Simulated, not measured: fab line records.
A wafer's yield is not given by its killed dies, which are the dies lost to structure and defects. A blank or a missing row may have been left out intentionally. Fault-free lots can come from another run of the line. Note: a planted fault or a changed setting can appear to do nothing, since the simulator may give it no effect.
Matching of chambers | flow n5 finfet | 4 sister chambers for N5_STI_FIN_REVEAL_ETCHBACK_08 on rie diel-02
The step etches SiO2 in C4F6/O2, target depth 30.5 nm, time 10.167 s. 4 wafers are shown with their chamber, then 9 later ones without.

## WAFERS, EACH WITH ITS CHAMBER
wafer  | chamber | showerhead plenum p Torr (Torr)
L827.6 | 1       | 2.86
L832.3 | 2       | 2.86
L833.5 | 3       | 2.88
L833.6 | 0       | 2.77

## WAFERS WITH NO CHAMBER GIVEN
wafer  | showerhead plenum p Torr (Torr)
L844.1 | 2.87
L844.5 | 2.85
L844.6 | 2.85
L845.2 | 2.87
L845.5 | 2.85
L845.6 | 2.76
L847.1 | 2.84
L847.2 | 2.84
L847.4 | 2.76

## THE CHAMBER EACH PASSED THROUGH
wafer  | from the rows above          | in truth
L844.1 | can't be placed: 3 or 1 or 2 | 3
L844.5 | can't be placed: 1 or 2 or 3 | 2
L844.6 | can't be placed: 1 or 2 or 3 | 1
L845.2 | can't be placed: 3 or 1 or 2 | 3
L845.5 | can't be placed: 1 or 2 or 3 | 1
L845.6 | 0                            | 0
L847.1 | can't be placed: 1 or 2 or 3 | 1
L847.2 | can't be placed: 1 or 2 or 3 | 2
L847.4 | 0                            | 0
Correct placement for 2 of the 9. Unplaceable from these rows: 7, with the true chamber sitting among the candidates in 7. Placed wrongly: 0.
How it was worked out, from the rows above alone: a wafer's distance from a chamber is the root of the sum, over the readings, of the square of ((its reading less the chamber's mean) divided by the reading's scatter). The wafer belongs to the nearest chamber; if the next one is less than 2 further off, it can't be placed. For every chamber, the mean is computed from those of its wafers that are shown. The scatter (one wafer shown for each chamber): square how far every hidden wafer sits from the nearest shown wafer, average those squares and take the square root.
